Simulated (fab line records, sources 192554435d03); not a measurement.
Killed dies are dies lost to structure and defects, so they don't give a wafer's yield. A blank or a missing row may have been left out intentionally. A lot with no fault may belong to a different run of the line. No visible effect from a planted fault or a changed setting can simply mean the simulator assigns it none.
fab line records    flow n5Finfet
record: lots: 4  wafers: 12  lastDay: 17
route steps=1938 shown BEOL_M4@1099 BEOL_M5@1112 MIM_TOP_ETCH@1853 PASSIVATION@1936
lots with no fault: from the same line, run without faults
startH: start of the lot's first displayed wafer, in hours after the record's first day    waitH: time in hours since the lot's previous step    " identical to the entry in the row above    L1.1+2: a row that stands for several wafers    - either no value or no given start    * or withheld: withheld    < > ~ a bound
route shown NAME@n: NAME is a module with steps in the file, n the number in the route of the first one    usual: mean and standard deviation over wafers with no fault    same: alike in all rows    chamber/n: place in a boat    sites: readings site by site    _std_site: standard deviation across them    _edge_site: mean of outer sites minus mean of inner sites    radiusMm: how far each site lies from the wafer's centre    mask NAME#n: copy n    behind: the most recent tool/chamber to have shaped the wafer    hold: cause of the lot's hold/its duration in hours/its outcome    device: whichever transistor did not switch (one of n, p or np)    end of line: the route-end tests of the same wafers    a step with no rows: only its recipe    killed: dies lost to structure and defects at the first sort, not the wafer's yield    map: the dies of a wafer, with x for killed, . for not killed, _ for no die there
set.NAME: the setting that was run; set.NAME@STEP: the one run at that earlier step    model.NAME: the simulator's own value behind a step, which no gauge read
lots seen at some steps along the route; tables by step, rows by wafer
services: from which hour (startH, from the record's first day; less than 0 if before it) a tool's chamber was out of use, for how many hours, and why
== steps ==
step: N5_BEOL_M4_ANNEAL_95
recipe: tempC: 400  timeS: 240  ambient: vacuum
step: N5_BEOL_M4_SPUTTER_96
recipe: material: Cu  targetThkA: 45  tempC: -20  chamberPressurePa: 0.07  powerW: withheld  timeS: 8.29
step: N5_BEOL_M4_ECD_50
recipe: material: Cu  targetThkA: 3000
step: N5_BEOL_M4_ANNEAL_51
recipe: tempC: 225  timeS: 90  ambient: N2
step: N5_BEOL_M4_CMP_52
recipe: stopOn: SiOC  tOverpolishS: 6.8  downForcePsi: 1  platenRpm: 50  clearingPlatenDownForcePsi: 1.5  clearingPlatenRpm: 50  postCmpClean: cuAlkaline  targetThkNm: 40  clearingPlatenPadVelocityMS: 0.99484  padVelocityMS: 0.99484
step: N5_BEOL_M4_PRE_CLEAN_60
recipe: gas: NH3/H2  timeS: 15  tempC: *  rfPowerW: 300
step: N5_BEOL_M4_CO_CAP_55
recipe: material: Co  targetThkA: 20  tempC: 200  precursor: CCTBA/H2  pressureTorr: 30  timeS: 102.1
step: N5_BEOL_M4_PRE_CLEAN_56
recipe: gas: NH3  timeS: 15  tempC: withheld  rfPowerW: 300
step: N5_BEOL_M4_DEP_57
recipe: material: SiCN  targetThkA: 80  tempC: withheld  precursor: 3MS/NH3  pressureTorr: 3  rfW: 202  timeS: 14
step: N5_BEOL_M4_RC_MEAS_101
usual: DIBL_N: 36.4/1.4  DIBL_P: 36.3/1.5  IOFF_N: 0.162/0.023  IOFF_P: 0.211/0.027  ION_N: 676/9.7  ION_P: 463/6.4  SS_N: 71.5/0.5  SS_P: 73.3/0.6  VT_N: 249.3/2.5  VT_P: -249.9/2.8
lot.wafer  tool       chamber  startH  waitH  DIBL_N[mV/V]  DIBL_P[mV/V]  IOFF_N[nA/um]  IOFF_P[nA/um]  ION_N[uA/um]  ION_P[uA/um]  SS_N[mV/dec]  SS_P[mV/dec]  VT_N[mV]  VT_P[mV]
L341.1     prober-01  0        212.44  0.0    34.6          34.4          0.131          0.194          670           460           70.9          72.4          252.5     -248.4
L341.2     "          0        "       "      38.6          39.0          0.210          0.266          680           462           71.3          73.2          242.8     -246.7
L341.3     "          0        "       "      34.4          33.9          0.130          0.182          678           462           71.3          72.7          250.1     -252.6
L342.1     prober-01  0        217.80  0.0    36.3          37.7          0.156          0.203          658           453           71.2          73.5          248.5     -251.1
L342.4     "          0        "       "      36.4          37.4          0.159          0.195          673           457           71.7          73.6          251.9     -251.2
L342.5     "          0        "       "      35.6          36.0          0.147          0.183          667           455           70.9          73.5          252.1     -251.6
L348.2     prober-01  0        258.49  0.2    33.9          35.2          0.132          0.180          676           464           70.9          74.0          253.0     -251.8
L348.5     "          0        "       "      35.7          37.3          0.163          0.220          681           464           71.7          73.7          249.6     -247.9
L348.6     "          0        "       "      34.2          35.4          0.141          0.181          679           461           70.5          73.1          252.1     -252.0
L354.3     prober-02  0        295.86  0.3    36.4          35.1          0.167          0.234          686           470           71.7          73.7          247.2     -246.1
L354.4     "          0        "       "      36.5          34.9          0.159          0.224          673           466           72.4          73.1          246.6     -248.5
L354.5     "          0        "       "      35.8          33.6          0.150          0.206          670           465           71.5          72.1          249.7     -247.5
step: N5_BEOL_M5_ILD_DEP_00
recipe: material: SiCOH_lowk  targetThkA: 1406.4  tempC: 300  precursor: DEMS/porogen  pressureTorr: 5  rfW: 500  timeS: 25.9
step: N5_BEOL_M5_CURE_79
recipe: tempC: 385  timeS: 240  ambient: He/Ar  material: SiCOH_lowk
step: N5_BEOL_M5_PECVD_70
recipe: material: SiO2  targetThkA: 160  tempC: 400  precursor: TEOS/O2  pressureTorr: 5.5  rfW: 450  teosFlowSccm: 53.8  gas: O2  flowSccm: 3000  timeS: 18
step: N5_BEOL_M5_HM_DEP_02
recipe: material: TiN  targetThkA: 200  tempC: 25  chamberPressurePa: 0.49996
step: N5_BEOL_M5_COAT_59
recipe: resist: SOC  tempC: 250  timeS: 60  spinRpm: 1500  resistThkNm: 60
step: N5_BEOL_M5_COAT_60
recipe: resist: SiARC  tempC: 220  timeS: 60  spinRpm: 1500  resistThkNm: 12
step: N5_BEOL_M5_COAT_71
recipe: resist: underlayer  tempC: 205  timeS: 60  spinRpm: 1500  resistThkNm: 5
step: N5_BEOL_M5_COAT_05
recipe: resist: CAR-EUV  spinRpm: 1500  resistThkNm: 30
step: N5_BEOL_M5_EBR_07
recipe: solvent: PGMEA  ebrWidthMm: 1.5
step: N5_BEOL_M5_SOFTBAKE_06
recipe: tempC: 110  timeS: 60  resist: CAR-EUV
step: N5_BEOL_M5_EXPOSE_08
recipe: maskId: M5  na: 0.33  sourceShape: annular  sigmaInner: 0.4  sigmaOuter: 0.8  polarization: unpolarized  targetCdNm: 28  doseMj: 35.75
step: N5_BEOL_M5_PEB_09
recipe: pebTempC: 100  pebTimeS: 60  resist: CAR-EUV
step: N5_BEOL_M5_DEVELOP_10
recipe: developTimeS: 30  developer: TMAH  resist: CAR-EUV  rinseLiquid: surfactantRinse  dry: airSpin  devTempC: 23
step: N5_BEOL_M5_DESCUM_16
recipe: chemistry: O2  timeS: 7  sourcePowerW: 50  biasPowerW: 20  pressureMtorr: 20  rfFrequencyHz: 2.712e+07  tempC: 40  resist: CAR-EUV  o2FlowSccm: 225
step: N5_BEOL_M5_ETCH_72
recipe: chemistry: N2/H2  target: underlayer  targetDepthA: 65  maskMaterial: CAR-EUV  timeS: 5.2  ionEnergyEv: 200  pressureMtorr: 30  sourceW: 840  biasW: 150  n2FlowSccm: 200  h2FlowSccm: 200  ends: cleared
step: N5_BEOL_M5_ETCH_61
recipe: chemistry: CF4  target: SiARC  targetDepthA: 156  maskMaterial: CAR-EUV  timeS: 26  ionEnergyEv: 80  pressureMtorr: 40  sourceW: 545  biasW: 36  Ar_flow_sccm: 100  cf4FlowSccm: 100  ends: cleared
step: N5_BEOL_M5_ETCH_62
recipe: chemistry: N2/H2  target: SOC  targetDepthA: 750  overetchA: 150  maskMaterial: SiARC  tempC: 40  timeS: 112.5  ionEnergyEv: 200  pressureMtorr: 30  sourceW: 840  biasW: 150  n2FlowSccm: 200  h2FlowSccm: 200
step: N5_BEOL_M5_STRIP_63
recipe: chemistry: N2/H2  tempC: 40  n2FlowSccm: 200  h2FlowSccm: 200  rfFrequencyHz: 6e+07
step: N5_BEOL_M5_STRIP_73
recipe: chemistry: N2/H2  tempC: 40  n2FlowSccm: 200  h2FlowSccm: 200  rfFrequencyHz: 6e+07
step: N5_BEOL_M5_STRIP_64
recipe: chemistry: CF4  resist: SiARC  powerW: 300  biasPowerW: 75  pressureMtorr: 50  cf4FlowSccm: 150  rfFrequencyHz: 6e+07
step: N5_BEOL_M5_HM_OPEN_17
recipe: chemistry: Cl2/BCl3  targetDepthA: 200  overetchA: 60  target: TiN  maskMaterial: SOC  ionEnergyEv: 150  pressureMtorr: 10  icpW: 1000  biasW: 126  Cl2_flow_sccm: 53.25  bcl3FlowSccm: 21.75  Ar_flow_sccm: 25
step: N5_BEOL_M5_STRIP_19
recipe: chemistry: O2  powerW: 400  tempC: 40  pressureMtorr: 30  rfFrequencyHz: 6e+07  biasPowerW: 0  overashFraction: 0.2  o2FlowSccm: 225
step: N5_BEOL_M5_COAT_65
recipe: resist: SOC  tempC: 250  timeS: 60  spinRpm: 1500  resistThkNm: 60
step: N5_BEOL_M5_COAT_66
recipe: resist: SiARC  tempC: 220  timeS: 60  spinRpm: 1500  resistThkNm: 12
step: N5_MIM_TOP_ETCH_PECVD_03
recipe: material: SiNx  targetThkA: 200  tempC: 400  precursor: SiH4/NH3/N2  pressureTorr: 1.5  rfW: 300  timeS: 17.6
usual: heaterPowerW: 836/74  showerheadPlenumPTorr: 5.15/0.06  throttleValvePct: 39.7/1.4
lot.wafer  tool      chamber  startH  waitH  heaterPowerW  showerheadPlenumPTorr  throttleValvePct  model.SiNx_of_MIM_TOP_ETCH_PECVD_03.thkNm
L341.1     pecvd-01  1        308.29  -      896           5.09                   39.7              19.8
L341.2     "         0        "       "      887           5.15                   39.7              19.8
L341.3     "         2        "       "      820           5.12                   37.1              26.2
L342.1     pecvd-01  2        316.18  -      790           5.14                   37.2              20
L342.4     "         1        "       "      826           5.10                   39.7              26.4
L342.5     "         2        "       "      789           5.11                   37.0              20.4
L348.2     pecvd-03  1        347.54  -      807           5.17                   39.7              20.2
L348.5     "         2        "       "      859           5.23                   39.5              20.6
L348.6     "         0        "       "      715           5.05                   41.5              20.8
L354.3     pecvd-01  2        386.52  -      859           5.13                   37.4              19.8
L354.4     "         2        "       "      879           5.14                   37.4              20.2
L354.5     "         1        "       "      888           5.10                   39.9              20
step: N5_PASSIVATION_PROBE_49
usual: defectLimitedYield: 91.3/1.3  killed_at_M0_to_M3: 33/8.9  killed_at_M4_up: 15/5.4  killedAtContacts: 13/5.8  killedAtFrontEnd: 39/9.9  killedAtOther: 3.2/2.9  killedDies: 102/15  killedOpen: 68/12  killedShort: 34/7.6  sort_bin_5_function: 5.1/0.89  sort_bin_6_memory: 3.2/0.63  sortNPass: 1078/15  sortYieldPct: 91.3/1.3
same: grossDies: 1180  killedAtBackSide: 0  sort_bin_4_leakage[%]: 0  sort_bin_8_speed[%]: 0
lot.wafer  tool       chamber  startH  waitH  defectLimitedYield[%]  killed_at_M0_to_M3  killed_at_M4_up  killedAtContacts  killedAtFrontEnd  killedAtOther  killedDies  killedOpen  killedShort  sort_bin_5_function[%]  sort_bin_6_memory[%]  sortNPass  sortYieldPct[%]
L341.1     prober-01  -        317.92  0.0    90.3                   41                  13               6                 48                7              115         75          40           5.5                     3.7                   1065       90.3
L341.2     prober-01  -        317.97  0.1    91.4                   43                  12               7                 30                10             102         62          40           4.9                     3.4                   1078       91.4
L341.3     prober-01  -        318.02  0.1    26.7                   31                  21               7                 50                756            865         75          41           5.7                     3.9                   315        26.7
L342.1     prober-01  -        324.70  0.0    90.3                   50                  21               14                29                0              114         81          32           5.5                     3.7                   1066       90.3
L342.4     prober-01  -        324.85  0.2    24.4                   38                  25               11                24                794            892         77          22           5.3                     2.6                   288        24.4
L342.5     prober-01  -        324.90  0.2    93.1                   28                  16               11                24                2              81          52          29           3.3                     3.2                   1099       93.1
killed by level:class
L341.1 STI_FIN_REVEAL:geometricParticle:open=15 BEOL_M0_SAQP:geometricParticle:open=13 BEOL_M0_SAQP:geometricParticle:short=12 FIN_SAQP:geometricParticle:open=10 BEOL_M1:geometricParticle:open=7 ILD0:geometricParticle:short=6 BEOL_M4:geometricParticle:open=6 FIN_SAQP:geometricParticle:short=4
L341.2 BEOL_M0_SAQP:geometricParticle:open=9 BEOL_M1:geometricParticle:open=9 STI_FIN_REVEAL:geometricParticle:open=8 BEOL_M0_SAQP:geometricParticle:short=7 BEOL_M2:geometricParticle:open=6 PAD_METAL:geometricParticle:open=6 MOL_CONTACT_COAG:geometricParticle:open=5 BEOL_M2:geometricParticle:short=5
L341.3 MIM_TOP_ETCH:areaPecvd=749 BEOL_M4:geometricParticle:open=12 STI_FIN_REVEAL:geometricParticle:open=11 BEOL_M1:geometricParticle:open=10 FIN_SAQP:geometricParticle:open=9 BEOL_M0_SAQP:geometricParticle:short=7 BEOL_M0_SAQP:geometricParticle:open=7 FIN_SAQP:geometricParticle:short=6
L342.1 BEOL_M0_SAQP:geometricParticle:open=17 MOL_CONTACT_COAG:geometricParticle:open=14 STI_FIN_REVEAL:geometricParticle:open=11 BEOL_M3:geometricParticle:open=11 BEOL_M0_SAQP:geometricParticle:short=9 BEOL_M4:geometricParticle:open=7 BEOL_M1:geometricParticle:open=5 FIN_CUT:geometricParticle:short=4
L342.4 MIM_TOP_ETCH:areaPecvd=792 MOL_CONTACT_COAG:geometricParticle:open=10 BEOL_M4:geometricParticle:open=10 BEOL_M0_SAQP:geometricParticle:short=8 BEOL_M0_SAQP:geometricParticle:open=8 BEOL_M2:geometricParticle:open=8 BEOL_M0:geometricParticle:open=5 STARTING-WAFER:geometricParticle:open=5
L342.5 BEOL_M1:geometricParticle:open=10 MOL_CONTACT_COAG:geometricParticle:open=8 DUMMY_GATE:geometricParticle:open=7 STI_FIN_REVEAL:geometricParticle:open=5 BEOL_M4:geometricParticle:short=5 BEOL_M0_SAQP:geometricParticle:short=4 BEOL_M2:geometricParticle:open=4 STARTING-WAFER:geometricParticle:open=4
map L341.3 (x killed, . not)
_________________.........x..________________
______________............x..x.._____________
___________..xx...xxxxx...........x__________
__________.x..xx...xxxxxx.xxxxxxx..._________
________.....x.xxxxxxxxxxxxxxxxx.x..x._______
_______....x.xxxxxxxxxxxxxxxxxxxxxx....______
______x...x.xxxxxxxxxxxxxxxxxxxxxxxx...._____
_____..x.x.xxx.xxxxxxxxxxxxxxxxxxxx.x....____
____...xxxx.xxxxxxxxxxxxxxxxxxxx.xxxx.x...___
___...xxxxxxxxxxxxxxxxxxxxxxxxxxxxxxxxx....__
___...xxxxxxxxxxxxxxxxxxxxxxxxxxxxxxx...x..__
__...x.xxxxxxxxxxxxxxxxxxxxxxxxxxxxxxxx.xxx._
__.....xxxxxxxxxxxxxxxxxxxxxxxxxxxxxxxxx.x.._
_...xx.xxxxxxxxxxxxxxxxxxxxxxxxxxxxxxxx.xx...
_.....xxxxxxxxxxxxxxxxxxxxxxxxxxxxxxxx.xxx..x
_.....xxxxxxxxxxxxxxxxxxxxxxxxxxxxxxxxxxxx...
_.x.xxx.xxxxxxxxxxxxxxxxxxxxxxxxxxxxxxxxxx...
_.....xxxxxxxxxxxxxxxxxxxxxxxxxxxxxxxxxx.xx..
_...xxxxxxxxxxxxxxxxxxxxxxxxxxxxxxxxxxxxxxxxx
_....xxxxxxxxxxxxxxxxxxxxxxxxxxxxxxxxxxxx....
_....xxxxxxxxxxxxxxxxxxxxxxxxxxxxxxxxxxxx...x
__....xxxxxxxxxxxxxxxxxxxxxxxxxxxxxxxx.xxx.x_
__.....x.xxxxxxxxxxxxxxxxxxxxxxxxxxxxxx.xx.._
___..x.xxxxxxxxxxxxxxxxxxxxxxxxxxxxxxx.....__
___.....xxxxxxxxxxxxxxxxxxxxxxxxxxxxxxx....__
____..xxxxxxxxxxxxxxxxxxxxxxxxxxxxxxx.xx..___
_____..xxxxxxxxxxxxxxxxxxxxxxxxxxxx.xx...____
______....xxxxxxxxxxxxxxxxxxxxxxx.x....._____
_______........xxxxxxxxxxxxxxxx.xx.x...______
________x.....x..xxxxxxxxxxxxxxxxxx..._______
__________....x.x.xx.xxxxxx.xxxxx..._________
___________...........x..x.xx..x...__________
______________x...x....x........_____________
_________________...x....x...________________
map L342.4 (x killed, . not)
_________________..xx......x.________________
______________....x....x..xx..x._____________
___________...x.xx.x.xx.xxxx.......__________
__________....xxxxxxx.xxx.x..x.xx..._________
________....xxxxxxxxxxx.xxxxxxx.xx...._______
_______.x.x.x.xxxxxxxxxxxxxxxxxxxx...x.______
______x.xx.xxxxxxxxxxxxxx.xxxxxx.x......_____
_____x.x.xxx.xxxxxxxxxxxxxxxxxxxxxxxx.xx.____
____..xx.xxxxxxxxxxxxxxxxxxxxxxxxxxxxxx...___
___.....xxxxxxxxxxxxxxxxxxxxxxxxxxxxxxx....__
___..xxxxxxxxxxxxxxxxxxxxxxxxxxxxxxxxxx....__
__....xx..xxxxxxxxxxxxxxxxxxxxxxxxxxxxx.xx.._
__x..xxxxxxxxxxxxxxxxxxxxxxxxxxxxxxxxxxx...._
_..xxx.xxxxxxxxxxxxxxxxxxxxxxxxxxxxxxxxxx....
_....xxxxxxxxxxxxxxxxxxxxxxxxxxxxxxxxxxxxx...
_...xxxxxxxxxxxxxxxxxxxxxxxxxxxxxxxxxxxxxxx..
_...xxxxxxxxxxxxxxxxxxxxxxxxxxxxxxxxxxxxx....
_...xxxxxxxxxxxxxxxxxxxxxxxxxxxxxxxxxxxxx..x.
_....xxxxxxxxxxxxxxxxxxxxxxxxxxxxxxxxxxx..x.x
_..x.xxxxxxxxxxxxxxxxxxxxxxxxxxxxxxxxxxx...x.
_..xxxxxxxxxxxxxxxxxxxxxxxxxxxxxxxxxxxxxxx...
__....xxxxxxxxxxxxxxxxxxxxxxxxxxxxxxxxxxxx.._
__..x.xxxxxxxxxxxxxxxxxxxxxxxxxxxxxxxxxx...._
___....xxxxxxxxxxxxxxxxxxxxxxxxxxxxxxx.x..x__
___...xxx.xxxxxxxxxxxxxxxxxxxxxxxxxxxxxx..x__
____...xx.xxxxxxxxxxxxxxxxxxxxxxxxx.xx....___
_____.xx...xxxxxxxxxxxxxxxxxxxxxxxx......____
______...x..xxxxxxxxxxxxxxxxxxxxxxxx.x.._____
_______.....xxxxxxxxxxxxxxxxxxxx.......______
________x.x...xxxxxxxxxxxxxxx.xxx....._______
__________x...xxxx.x.xxx.xxxxxxxxxx._________
___________......xx.x.....xxx......__________
______________xx..xxx..xx....x.._____________
_________________.x...x......________________
== services ==
tool      chamber  startH  hours  kind
pecvd-01  -        330.40  2.8    pm
pecvd-03  -        331.52  6.0    pm
pecvd-01  -        374.46  1.6    repair
== key ==
firstSign: step: N5_PASSIVATION_PROBE_49  reading: killedAtOther  direction: up  sigmas: 99+  usual: 3.2  struck: 775
effect: step: N5_PASSIVATION_PROBE_49  reading: killedDies  direction: up  sigmas: 51  usual: 102  struck: 878
modelEffect: step: N5_MIM_TOP_ETCH_PECVD_03  value: SiNx_of_MIM_TOP_ETCH_PECVD_03.thkNm  without: 19.9  struck: 26.3
moreKillsBornAt: N5_MIM_TOP_ETCH_PECVD_03@pecvd-01: 1541
metAt N5_MIM_TOP_ETCH_PECVD_03
struckWafers L341.3,L342.4
laterRowsLeftOut L341.3,L342.4
fault: kind: processParameterDrift  tool: pecvd-01  chamber: -  onsetH: 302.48  steps: N5_MIM_TOP_ETCH_PECVD_03  channel: timeS  offset: *  shape: step  endH: 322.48  scope: struckWafersOnly  actsIn: *  stated: *
laterRowsLeftOut: the simulator's readings of these wafers behind a module that went badly wrong aren't trusted and aren't shown, but for the sort
